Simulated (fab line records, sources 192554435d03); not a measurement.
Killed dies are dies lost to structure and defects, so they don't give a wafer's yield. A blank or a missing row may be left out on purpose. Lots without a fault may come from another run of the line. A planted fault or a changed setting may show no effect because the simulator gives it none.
fab line records | flow n5_finfet
record lots=4 wafers=12 last_day=19
route steps=1938 shown BEOL_M6@1200 BEOL_M15@1830 PASSIVATION@1936
lots that met no fault: from a run of the same line without faults
start_h: hours from the record's first day to the start of the lot's first wafer shown | wait_h: hours since the lot's step before | " the same as in the row above | L1.1+2: a row that stands for several wafers | - no value, or no start given | * or withheld: withheld | < > ~ a bound
route shown NAME@n: a module of which the file shows steps, and the number in the route of the first | usual: mean/standard deviation of fault-free wafers | same: alike in all rows | chamber/n: place in a boat | sites: the reading at each site | _std_site: their standard deviation | _edge_site: outer sites' mean less inner sites' | radius_mm: how far each site lies from the wafer's centre | mask NAME#n: copy n | behind: the tool/chamber that last shaped the wafer | hold: why the lot was held/for how many hours/how that ended | device: the transistor (n, p or np) that didn't switch | end of line: the same wafers' tests at the end of the route | a step without rows: its recipe alone | killed: dies lost to structure and defects at the first sort, not the wafer's yield | map: a wafer's dies, x killed, . not, _ none there
set.NAME: the setting as run; set.NAME@STEP: as run at that earlier step | model.NAME: the simulator's own value behind a step, which no gauge read
lots at some steps of the route; a table a step, a row a wafer
services: from which hour (start_h, from the record's first day; less than 0 if before it) a tool's chamber was out of use, for how many hours, and why
## steps
# step N5_BEOL_M6_COAT_60
# recipe resist=SiARC temp_c=220 time_s=60 spin_rpm=1500 resist_thk_nm=35
# step N5_BEOL_M6_COAT_05
# recipe resist=CAR-ArF spin_rpm=1500 resist_thk_nm=90
# step N5_BEOL_M6_EBR_07
# recipe solvent=PGMEA ebr_width_mm=1.5
# step N5_BEOL_M6_SOFTBAKE_06
# recipe temp_c=110 time_s=60 resist=CAR-ArF
# step N5_BEOL_M6_EXPOSE_08
# recipe mask_id=M6 na=1.35 source_shape=dipole sigma_inner=0.817 sigma_outer=0.97 polarization=te dose_mj=68.25
# step N5_BEOL_M6_PEB_09
# recipe peb_temp_c=withheld peb_time_s=60 resist=CAR-ArF
# step N5_BEOL_M6_DEVELOP_10
# recipe develop_time_s=30 developer=TMAH resist=CAR-ArF rinse_liquid=diw dry=air_spin dev_temp_c=23
# step N5_BEOL_M6_DESCUM_16
# recipe chemistry=O2 time_s=7.9 source_power_w=50 bias_power_w=20 pressure_mtorr=20 rf_frequency_hz=2.712e+07 temp_c=40 resist=CAR-ArF o2_flow_sccm=225
# step N5_BEOL_M6_ETCH_61
# recipe chemistry=CF4 target=SiARC target_depth_a=455 mask_material=CAR-ArF time_s=75.8 ion_energy_ev=80 pressure_mtorr=40 source_w=545 bias_w=36 Ar_flow_sccm=100 cf4_flow_sccm=100 ends=cleared
# step N5_BEOL_M6_ETCH_62
# recipe chemistry=N2/H2 target=SOC target_depth_a=1100 overetch_a=220 mask_material=SiARC temp_c=40 time_s=165 ion_energy_ev=200 pressure_mtorr=30 source_w=840 bias_w=150 n2_flow_sccm=200 h2_flow_sccm=200
# usual drypump_motor_current_A=5.5/0.46 oes_product_au=0.66/0.058 rf_vpp_V=524.7/2.4 showerhead_plenum_p_Torr=2.58/0.094 throttle_valve_pct=17.92/0.15
# columns lot.wafer tool chamber start_h wait_h drypump_motor_current_A oes_product_au rf_hours_counter_h rf_vpp_V showerhead_plenum_p_Torr throttle_valve_pct model.SiARC_of_BEOL_M6_COAT_60.thk_nm model.BEOL_M6.cd_offset_nm
L434.3 rie_diel-04 2 227.75 0.0 4.7 0.73 35 523.9 2.62 18.11 28.6 0.6
L434.4 " 3 " " 5.7 0.60 - 526.5 2.62 17.93 28.2 0.2
L434.5 " 0 " " 5.5 0.81 - 529.3 2.74 17.67 27.8 0
L442.2 rie_diel-04 3 281.89 0.0 5.7 0.60 236 526.5 2.61 17.96 28.4 -1
L442.5 " 0 " " 5.6 0.75 - 526.9 2.73 17.70 27.8 -1.4
L442.6 " 3 " " 5.7 0.59 - 524.4 2.61 17.96 28.6 -1.4
L447.3 rie_diel-04 2 307.18 0.0 4.8 0.69 67 525.0 2.61 18.16 28.8 -0.2
L447.4 " 3 " " 5.7 0.59 - 527.5 2.60 18.00 28.6 -1
L447.6 " 0 " " 5.6 0.55 - 529.1 2.72 17.68 21.6 2.2
L446.2 rie_diel-04 0 309.83 0.0 5.6 0.56 37 529.5 2.72 17.70 21.4 3
L446.5 " 0 " " 5.6 0.55 - 528.6 2.72 17.70 21.4 3.2
L446.6 " 2 " " 4.8 0.70 - 523.7 2.61 18.16 28.6 1.6
# step N5_BEOL_M6_STRIP_68
# recipe chemistry=N2/H2 temp_c=40 n2_flow_sccm=200 h2_flow_sccm=200 rf_frequency_hz=6e+07
# step N5_BEOL_M6_STRIP_67
# recipe chemistry=CF4 resist=SiARC power_w=300 bias_power_w=75 pressure_mtorr=50 cf4_flow_sccm=150 rf_frequency_hz=6e+07
# step N5_BEOL_M6_HM_OPEN_17
# recipe chemistry=Cl2/BCl3 target_depth_a=200 overetch_a=60 target=TiN mask_material=SOC ion_energy_ev=150 pressure_mtorr=10 icp_w=1000 bias_w=126 Cl2_flow_sccm=53.25 bcl3_flow_sccm=21.75 Ar_flow_sccm=25
# usual drypump_motor_current_A=5.3/0.58 mfc_cl2_sccm=53.27/0.15 oes_product_au=0.64/0.051 throttle_valve_pct=22.23/0.12
# columns lot.wafer tool chamber start_h wait_h drypump_motor_current_A mfc_cl2_sccm oes_product_au rf_hours_counter_h throttle_valve_pct model.etch.depth_nm model.BEOL_M6.cd_offset_nm
L434.3 rie_metal-01 1 227.97 0.1 4.9 53.25 0.68 - 22.21 19.76 0.4
L434.4 " 0 " " 6.3 53.33 0.60 - 22.34 19.85 0.2
L434.5 " 1 " " 4.8 53.20 0.68 - 22.20 19.92 0
L442.2 rie_metal-03 0 282.07 0.0 5.5 53.27 0.68 42 22.07 20.17 -1
L442.5 " 1 " " 4.9 53.00 0.65 - 22.34 20.4 -1.6
L442.6 " 0 " " 5.5 53.23 0.68 - 22.09 20 -1.2
L447.3 rie_metal-03 1 307.39 0.1 4.9 53.19 0.63 - 22.37 19.65 -0.2
L447.4 " 0 " " 5.5 53.30 0.66 - 22.10 19.68 -1
L447.6 " 1 " " 4.9 52.81 0.36 - 22.86 4.553 2.2
L446.2 rie_metal-02 1 310.02 0.0 4.7 53.19 0.36 55 22.69 5.005 3
L446.5 " 0 " " 5.8 53.36 0.45 - 22.46 5.238 3.2
L446.6 " 1 " " 4.7 53.18 0.62 - 22.20 20.24 1.4
# step N5_BEOL_M6_STRIP_19
# recipe chemistry=O2 power_w=400 temp_c=40 pressure_mtorr=30 rf_frequency_hz=6e+07 bias_power_w=0 overash_fraction=0.2 o2_flow_sccm=225
# step N5_BEOL_M6_CD_MEAS_18
# recipe pitch_nm=80 target_cd_nm=40
# usual cd_nm=39.6/0.77
# columns lot.wafer tool chamber start_h wait_h cd_nm
L434.3 cd_sem-03 - 228.12 0.1 40.8
L434.4 " - " " 40.5
L434.5 " - " " 39.7
L442.2 cd_sem-01 - 282.38 0.1 39.0
L442.5 " - " " 38.6
L442.6 " - " " 38.5
L447.3 cd_sem-01 - 307.55 0.1 39.6
L447.4 " - " " 38.9
L447.6 " - " " 42.9
L446.2 cd_sem-01 - 310.21 0.1 43.6
L446.5 " - " " 44.1
L446.6 " - " " 41.5
# step N5_BEOL_M6_COAT_63
# recipe resist=SOC temp_c=250 time_s=60 spin_rpm=1500 resist_thk_nm=60
# step N5_BEOL_M6_COAT_64
# recipe resist=SiARC temp_c=220 time_s=60 spin_rpm=1500 resist_thk_nm=12
# step N5_BEOL_M6_COAT_71
# recipe resist=underlayer temp_c=205 time_s=60 spin_rpm=1500 resist_thk_nm=5
# step N5_BEOL_M6_COAT_22
# recipe resist=CAR-EUV spin_rpm=1500 resist_thk_nm=30
# step N5_BEOL_M6_EBR_24
# recipe solvent=PGMEA ebr_width_mm=1.5
# step N5_BEOL_M6_SOFTBAKE_23
# recipe temp_c=110 time_s=60 resist=CAR-EUV
# step N5_BEOL_M6_EXPOSE_25
# recipe mask_id=V5 na=0.33 source_shape=annular sigma_inner=0.4 sigma_outer=0.8 polarization=unpolarized target_cd_nm=40 dose_mj=45
# step N5_BEOL_M6_PEB_26
# recipe peb_temp_c=100 peb_time_s=60 resist=CAR-EUV
# step N5_BEOL_M6_DEVELOP_27
# recipe develop_time_s=30 developer=TMAH resist=CAR-EUV rinse_liquid=surfactant_rinse dry=air_spin dev_temp_c=23
# step N5_BEOL_M6_DESCUM_33
# recipe chemistry=O2 time_s=7 source_power_w=50 bias_power_w=20 pressure_mtorr=20 rf_frequency_hz=2.712e+07 temp_c=40 resist=CAR-EUV o2_flow_sccm=225
# step N5_BEOL_M6_ETCH_72
# recipe chemistry=N2/H2 target=underlayer target_depth_a=65 mask_material=CAR-EUV time_s=5.2 ion_energy_ev=200 pressure_mtorr=30 source_w=840 bias_w=150 n2_flow_sccm=200 h2_flow_sccm=200 ends=cleared
# step N5_BEOL_M6_ETCH_65
# recipe chemistry=CF4 target=SiARC target_depth_a=156 mask_material=CAR-EUV time_s=26 ion_energy_ev=80 pressure_mtorr=40 source_w=545 bias_w=36 Ar_flow_sccm=100 cf4_flow_sccm=100 ends=cleared
# step N5_BEOL_M6_ETCH_66
# recipe chemistry=N2/H2 target=SOC target_depth_a=800 overetch_a=160 mask_material=SiARC temp_c=40 time_s=120 ion_energy_ev=200 pressure_mtorr=30 source_w=840 bias_w=150 n2_flow_sccm=200 h2_flow_sccm=200
# step N5_BEOL_M6_STRIP_69
# recipe chemistry=N2/H2 temp_c=40 n2_flow_sccm=200 h2_flow_sccm=200 rf_frequency_hz=6e+07
# step N5_BEOL_M6_STRIP_73
# recipe chemistry=N2/H2 temp_c=40 n2_flow_sccm=200 h2_flow_sccm=200 rf_frequency_hz=6e+07
# step N5_BEOL_M6_VIA_ETCH_34
# recipe chemistry=C4F6/O2 target=SiCOH_lowk target_depth_a=1263 mask_material=SOC taper_deg=4 time_s=50.9 ion_energy_ev=250 pressure_mtorr=30 source_w=345 bias_w=185 Ar_flow_sccm=300 C4F6_flow_sccm=10 O2_flow_sccm=10
# step N5_BEOL_M6_STRIP_76
# recipe chemistry=C4F6/O2 resist=SiARC rf_frequency_hz=6e+07
# step N5_BEOL_M6_STRIP_36
# recipe chemistry=N2/H2 power_w=450 temp_c=40 pressure_mtorr=20 rf_frequency_hz=6e+07 overash_fraction=0.3 bias_power_w=7 h2_frac=0.5 n2_flow_sccm=200 h2_flow_sccm=200
# step N5_BEOL_M6_TRENCH_ETCH_37
# recipe chemistry=C4F6/O2 target_depth_a=944.35 target=SiCOH_lowk time_s=31.5 ion_energy_ev=250 pressure_mtorr=30 source_w=345 bias_w=185 Ar_flow_sccm=300 C4F6_flow_sccm=10 O2_flow_sccm=10
# step N5_BEOL_M6_ETCH_41
# recipe chemistry=CH3F/O2 target=SiCN target_depth_a=297 taper_deg=2 time_s=52 ion_energy_ev=120 mask_material=TiN pressure_mtorr=30 source_w=395 bias_w=75 Ar_flow_sccm=150 CH3F_flow_sccm=30 O2_flow_sccm=20
# step N5_BEOL_M6_STRIP_80
# recipe chemistry=N2/H2 time_s=10 power_w=450 temp_c=40 pressure_mtorr=20 rf_frequency_hz=6e+07 bias_power_w=7 n2_flow_sccm=200 h2_flow_sccm=200
# step N5_BEOL_M15_RC_MEAS_101
# usual COMB_M10=1.5e-11/3.2e-12 COMB_M11=1.5e-11/3.5e-12 COMB_M12=7e-12/1.2e-12 COMB_M13=5.8e-12/1e-12 COMB_M14=4.4e-12/7.5e-13 COMB_M15=3.2e-12/5.5e-13 COMB_M15_max_site=4.3e-12/8.4e-13 COMB_M5=3.8e-11/7.8e-12 COMB_M5_max_site=5.4e-11/1.3e-11 COMB_M6=2.7e-11/5.1e-12 COMB_M7=2.5e-11/4.9e-12 COMB_M8=2.6e-11/5.2e-12 COMB_M9=1.6e-11/3.1e-12 SERP_M10=3.03/0.12 SERP_M11=3.11/0.11 SERP_M11_max_site=3.21/0.11 SERP_M12=0.623/0.021 SERP_M13=0.310/0.007 SERP_M14=0.159/0.0065 SERP_M14_max_site=0.161/0.0066 SERP_M5=39.5/2.4 SERP_M6=14.1/0.85 SERP_M6_max_site=14.7/0.9 SERP_M7=14.0/0.72 SERP_M8=13.9/0.82 SERP_M8_max_site=14.5/0.91 SERP_M9=3.10/0.12
# columns lot.wafer tool chamber start_h wait_h COMB_M10[S/m] COMB_M11[S/m] COMB_M12[S/m] COMB_M13[S/m] COMB_M14[S/m] COMB_M15[S/m] COMB_M15_max_site[S/m] COMB_M5[S/m] COMB_M5_max_site[S/m] COMB_M6[S/m] COMB_M7[S/m] COMB_M8[S/m] COMB_M9[S/m] SERP_M10[ohm/um] SERP_M11[ohm/um] SERP_M11_max_site[ohm/um] SERP_M12[ohm/um] SERP_M13[ohm/um] SERP_M14[ohm/um] SERP_M14_max_site[ohm/um] SERP_M5[ohm/um] SERP_M6[ohm/um] SERP_M6_max_site[ohm/um] SERP_M7[ohm/um] SERP_M8[ohm/um] SERP_M8_max_site[ohm/um] SERP_M9[ohm/um]
L434.3 prober-02 0 305.50 0.3 1.7e-11 2.1e-11 6.8e-12 5.3e-12 3.3e-12 3.3e-12 5e-12 3.1e-11 4.5e-11 2.7e-11 3e-11 2.4e-11 1.2e-11 3.03 3.20 3.26 0.680 0.308 0.162 0.165 40.9 14.6 15.4 13.9 14.0 14.7 3.00
L434.4 " 0 " " 1.4e-11 1.8e-11 7e-12 5e-12 3.8e-12 3.1e-12 5.2e-12 3.5e-11 5e-11 2.5e-11 2.2e-11 2.8e-11 1.4e-11 3.05 3.02 3.16 0.612 0.314 0.155 0.156 36.5 13.2 13.7 13.9 13.0 13.6 2.94
L434.5 " 0 " " 1.6e-11 1.7e-11 6.8e-12 5e-12 3.8e-12 3e-12 4e-12 3.9e-11 4.9e-11 2.5e-11 2.1e-11 3.3e-11 2e-11 2.82 3.15 3.19 0.621 0.306 0.150 0.153 38.3 13.1 14.4 13.3 13.8 15.4 3.04
L442.2 prober-01 0 366.36 0.2 1.3e-11 1.9e-11 6.2e-12 6.7e-12 4.8e-12 3.1e-12 4.2e-12 3.3e-11 4.9e-11 3.2e-11 2.1e-11 2.8e-11 1.7e-11 2.97 3.12 3.17 0.639 0.309 0.162 0.165 38.6 14.0 14.4 13.4 13.9 14.8 3.23
L442.5 " 0 " " 1.8e-11 2.7e-11 4.5e-12 5.4e-12 3.5e-12 3.5e-12 4.7e-12 3.4e-11 5e-11 2.7e-11 2.4e-11 3e-11 1.1e-11 3.00 3.06 3.14 0.592 0.323 0.175 0.177 36.7 15.2 15.6 12.8 14.3 15.3 2.94
L442.6 " 0 " " 2.2e-11 1.5e-11 4.8e-12 4.5e-12 4.4e-12 3.4e-12 5.6e-12 3.4e-11 5.3e-11 2.9e-11 1.8e-11 2.3e-11 1.6e-11 3.08 3.04 3.14 0.611 0.307 0.160 0.161 37.2 14.2 14.6 14.1 14.3 14.7 3.20
L447.3 prober-02 0 394.76 0.6 1.4e-11 1.5e-11 6.1e-12 5.5e-12 6.1e-12 4e-12 4.9e-12 4.6e-11 6.6e-11 2.6e-11 2.7e-11 2.7e-11 1.4e-11 3.12 3.19 3.22 0.609 0.315 0.174 0.178 44.2 13.8 15.1 14.9 13.1 14.1 3.28
L447.4 " 0 " " 1.9e-11 1.4e-11 5.4e-12 6e-12 5.1e-12 3.8e-12 4.1e-12 3.3e-11 4.7e-11 3.3e-11 2.2e-11 2.6e-11 1.3e-11 3.06 3.09 3.17 0.583 0.327 0.160 0.162 38.7 13.9 14.5 14.5 14.3 15.4 3.26
L447.6 " 0 " " 1.7e-11 1.5e-11 6.6e-12 8.7e-12 5.1e-12 2.9e-12 4.1e-12 2.7e-11 3.8e-11 2.3e-11 3.6e-11 3.8e-11 1.5e-11 3.17 3.13 3.16 0.578 0.316 0.161 0.161 42.7 11.8 12.2 16.1 14.1 14.9 2.91
L446.2 prober-02 0 400.45 0.2 2e-11 1.1e-11 5.9e-12 5.8e-12 3.9e-12 3.5e-12 4.3e-12 3.3e-11 5.3e-11 1.7e-11 2.7e-11 2.6e-11 1.7e-11 2.94 3.32 3.39 0.655 0.309 0.161 0.163 41.4 11.9 12.5 14.3 14.7 15.8 3.14
L446.5 " 0 " " 1.2e-11 1.2e-11 7.6e-12 6.4e-12 5.3e-12 3e-12 3.6e-12 4.4e-11 6.3e-11 3e-11 2.2e-11 2.9e-11 2e-11 3.06 3.09 3.16 0.619 0.309 0.161 0.164 36.3 11.0 11.3 13.2 14.0 14.3 3.08
L446.6 " 0 " " 1.5e-11 1.2e-11 8.2e-12 6e-12 4.6e-12 3.3e-12 4.9e-12 3.2e-11 4.8e-11 2.4e-11 2.2e-11 3.5e-11 1.4e-11 3.03 3.31 3.36 0.638 0.331 0.159 0.160 36.4 12.8 13.5 13.4 14.1 14.5 3.22
# sites SERP_M6 radius_mm=0,75,75,75,75,140,140,140,140
L434.3 14.4 14.5 14.5 15.1 14.8 15.1 14.3 15.4 14.6
L442.2 14.0 14.1 14.4 14.0 14.4 13.8 13.6 13.8 13.9
L447.3 13.0 13.4 13.5 13.7 13.8 14.4 14.5 14.2 15.1
L446.2 12.3 12.3 12.4 12.5 11.9 11.7 11.8 11.9 11.6
# step N5_PASSIVATION_PROBE_49
# usual defect_limited_yield=91.1/1.4 killed_at_M0_to_M3=34/11 killed_at_M4_up=14/5.6 killed_at_contacts=13/5.9 killed_at_front_end=40/11 killed_at_other=4/3.1 killed_dies=105/16 killed_open=68/11 killed_short=34/8.4 sort_bin_4_leakage=0.01/0.11 sort_bin_5_function=5.2/0.86 sort_bin_6_memory=3.2/0.7 sort_bin_8_speed=0.1/1.1 sort_n_pass=1074/21 sort_yield_pct=91.0/1.8
# same gross_dies=1180 killed_at_back_side=0
# columns lot.wafer tool chamber start_h wait_h defect_limited_yield[%] killed_at_M0_to_M3 killed_at_M4_up killed_at_contacts killed_at_front_end killed_at_other killed_dies killed_open killed_short sort_bin_4_leakage[%] sort_bin_5_function[%] sort_bin_6_memory[%] sort_bin_8_speed[%] sort_n_pass sort_yield_pct[%]
L434.3 prober-01 - 317.55 0.1 90.5 35 16 9 51 1 112 74 35 0 5.9 2.8 0 1068 90.5
L434.4 prober-01 - 317.60 0.2 93.1 36 10 13 23 0 82 43 39 0 4.2 2.5 0.2 1096 92.9
L434.5 prober-01 - 317.65 0.2 91.5 31 13 13 42 1 100 62 38 0 5.5 2.7 0 1080 91.5
L442.2 prober-02 - 380.93 0.1 89.8 49 12 10 44 5 120 81 37 0 6.5 3.2 0 1060 89.8
L442.5 prober-02 - 381.08 0.2 88.8 51 11 9 47 14 132 82 44 0 6.6 3.9 0 1048 88.8
L442.6 prober-02 - 381.13 0.3 90.5 42 10 12 39 9 112 71 37 0 6.1 3.1 0 1068 90.5
L447.3 prober-02 - 412.88 0.1 90.6 51 9 22 29 0 111 82 29 0 5.8 3.3 0 1069 90.6
L447.4 prober-02 - 412.93 0.2 93.1 35 10 10 26 1 82 49 33 0.34 4.8 1.8 0 1094 92.7
L447.6 prober-02 - 413.03 0.3 87.5 64 14 18 50 2 148 83 63 0 6.2 5.8 0 1032 87.5
L446.2 prober-02 - 464.43 0.1 90.7 35 19 10 41 5 110 71 33 0 5.2 3.1 0 1070 90.7
L446.5 prober-02 - 464.58 0.2 90.8 38 15 4 48 3 108 76 32 0 6.2 2.8 0 1072 90.8
L446.6 prober-02 - 464.63 0.3 90.8 42 15 7 42 2 108 72 31 0 5.3 3.4 0 1072 90.8
# killed by level:class
L434.3 FIN_SAQP:geometric_particle:open=12 BEOL_M4:geometric_particle:open=11 BEOL_M1:geometric_particle:open=9 MOL_CONTACT_COAG:geometric_particle:open=8 BEOL_M0_SAQP:geometric_particle:open=8 GATE_CUT:geometric_particle:short=7 FIN_SAQP:geometric_particle:short=5 FIN_CUT:geometric_particle:open=5
L434.4 MOL_CONTACT_COAG:geometric_particle:open=11 BEOL_M1:geometric_particle:short=8 BEOL_M3:geometric_particle:short=6 BEOL_M3:geometric_particle:open=6 BEOL_M0_SAQP:geometric_particle:open=5 GATE_CUT:geometric_particle:open=4 GATE_CUT:geometric_particle:short=4 BEOL_M0_SAQP:geometric_particle:short=4
L434.5 FIN_SAQP:geometric_particle:open=13 MOL_CONTACT_COAG:geometric_particle:open=9 FIN_SAQP:geometric_particle:short=7 BEOL_M1:geometric_particle:open=7 STI_FIN_REVEAL:geometric_particle:open=6 BEOL_M0_SAQP:geometric_particle:short=6 BEOL_M0:geometric_particle:open=5 BEOL_M4:geometric_particle:open=5
L442.2 BEOL_M0_SAQP:geometric_particle:short=15 BEOL_M0_SAQP:geometric_particle:open=10 BEOL_M1:geometric_particle:open=10 STI_FIN_REVEAL:geometric_particle:open=9 DUMMY_GATE:geometric_particle:open=8 FIN_SAQP:geometric_particle:open=7 MOL_CONTACT_COAG:geometric_particle:open=6 FIN_SAQP:geometric_particle:short=5
L442.5 BEOL_M0_SAQP:geometric_particle:short=16 BEOL_M0_SAQP:geometric_particle:open=15 BEOL_M2:geometric_particle:open=11 FIN_SAQP:geometric_particle:open=10 MOL_CONTACT_COAG:geometric_particle:open=9 FIN_SAQP:geometric_particle:short=8 BEOL_M0:geometric_particle:open=6 STI_FIN_REVEAL:geometric_particle:open=5
L442.6 MOL_CONTACT_COAG:geometric_particle:open=12 BEOL_M0_SAQP:geometric_particle:short=11 FIN_SAQP:geometric_particle:open=10 BEOL_M2:geometric_particle:open=10 BEOL_M0_SAQP:geometric_particle:open=9 BEOL_M1:geometric_particle:open=9 STI_FIN_REVEAL:geometric_particle:open=6 GATE_CUT:geometric_particle:short=5
L447.3 BEOL_M3:geometric_particle:open=17 MOL_CONTACT_COAG:geometric_particle:open=16 BEOL_M0_SAQP:geometric_particle:open=11 BEOL_M0_SAQP:geometric_particle:short=8 FIN_SAQP:geometric_particle:open=7 MOL_CONTACT_COAG:geometric_particle:short=6 BEOL_M1:geometric_particle:open=6 BEOL_M4:geometric_particle:open=6
L447.4 BEOL_M0_SAQP:geometric_particle:open=10 MOL_CONTACT_COAG:geometric_particle:open=8 BEOL_M2:geometric_particle:open=7 FIN_SAQP:geometric_particle:short=5 BEOL_M2:geometric_particle:short=5 BEOL_M3:geometric_particle:open=5 STARTING-WAFER:geometric_particle:short=4 FIN_SAQP:geometric_particle:open=3
L447.6 BEOL_M0_SAQP:geometric_particle:short=24 BEOL_M0_SAQP:geometric_particle:open=16 MOL_CONTACT_COAG:geometric_particle:open=15 GATE_CUT:geometric_particle:short=9 BEOL_M3:geometric_particle:open=8 FIN_SAQP:geometric_particle:short=7 DUMMY_GATE:geometric_particle:open=6 ILD0:geometric_particle:open=6
L446.2 BEOL_M2:geometric_particle:open=9 BEOL_M3:geometric_particle:open=9 FIN_SAQP:geometric_particle:open=8 MOL_CONTACT_COAG:geometric_particle:open=8 BEOL_M4:geometric_particle:open=6 DUMMY_GATE:geometric_particle:open=5 ILD0:geometric_particle:short=5 BEOL_M2:geometric_particle:short=5
L446.5 BEOL_M3:geometric_particle:open=12 STI_FIN_REVEAL:geometric_particle:open=10 FIN_SAQP:geometric_particle:open=9 DUMMY_GATE:geometric_particle:open=7 BEOL_M0_SAQP:geometric_particle:open=7 BEOL_M4:geometric_particle:open=6 BEOL_M0_SAQP:geometric_particle:short=5 STARTING-WAFER:geometric_particle:open=5
L446.6 BEOL_M0_SAQP:geometric_particle:open=11 FIN_SAQP:geometric_particle:open=9 BEOL_M3:geometric_particle:open=8 ILD0:geometric_particle:open=7 STI_FIN_REVEAL:geometric_particle:open=6 MOL_CONTACT_COAG:geometric_particle:open=6 BEOL_M0_SAQP:geometric_particle:short=6 FIN_SAQP:geometric_particle:short=5
## services
# columns tool chamber start_h hours kind
rie_diel-04 0 204.10 - clean
rie_diel-04 0 204.10 - consumable_replace:focus_ring
rie_diel-04 0 204.10 - consumable_replace:showerhead
rie_diel-04 0 204.10 12.5 scheduled_down
rie_diel-04 0 204.10 12.5 vent_cycle
rie_diel-04 1 218.53 47.5 repair
rie_metal-02 0 226.48 - clean
rie_metal-02 0 226.48 27.3 scheduled_down
rie_metal-02 0 226.48 27.3 vent_cycle
rie_metal-01 1 240.63 35.6 repair
rie_metal-03 - 246.78 0.1 repair
rie_metal-01 0 262.04 7.6 repair
rie_diel-04 1 304.65 10.7 repair
## key
first_sign step=N5_BEOL_M6_HM_OPEN_17 reading=oes_product_au direction=down sigmas=4.9 usual=0.64 struck=0.39
effect step=N5_BEOL_M6_CD_MEAS_18 reading=cd_nm direction=up sigmas=5.1 usual=39.6 struck=43.5
effect step=N5_BEOL_M15_RC_MEAS_101 reading=SERP_M6 direction=down sigmas=2.9 usual=14.1 struck=11.6
model_effect step=N5_BEOL_M6_ETCH_62 value=SiARC_of_BEOL_M6_COAT_60.thk_nm without=27.93 struck=21.47
model_effect step=N5_BEOL_M6_HM_OPEN_17 value=etch.depth_nm without=20.12 struck=4.932
met_at N5_BEOL_M6_ETCH_62
struck_wafers L446.2,L446.5,L447.6
onset_between 281.89 307.18
fault kind=process_parameter_drift tool=rie_diel-04 chamber=0 onset_h=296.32 steps=N5_BEOL_M6_ETCH_62 channel=time_s offset=* shape=step end_h=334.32 acts_in=* stated=*
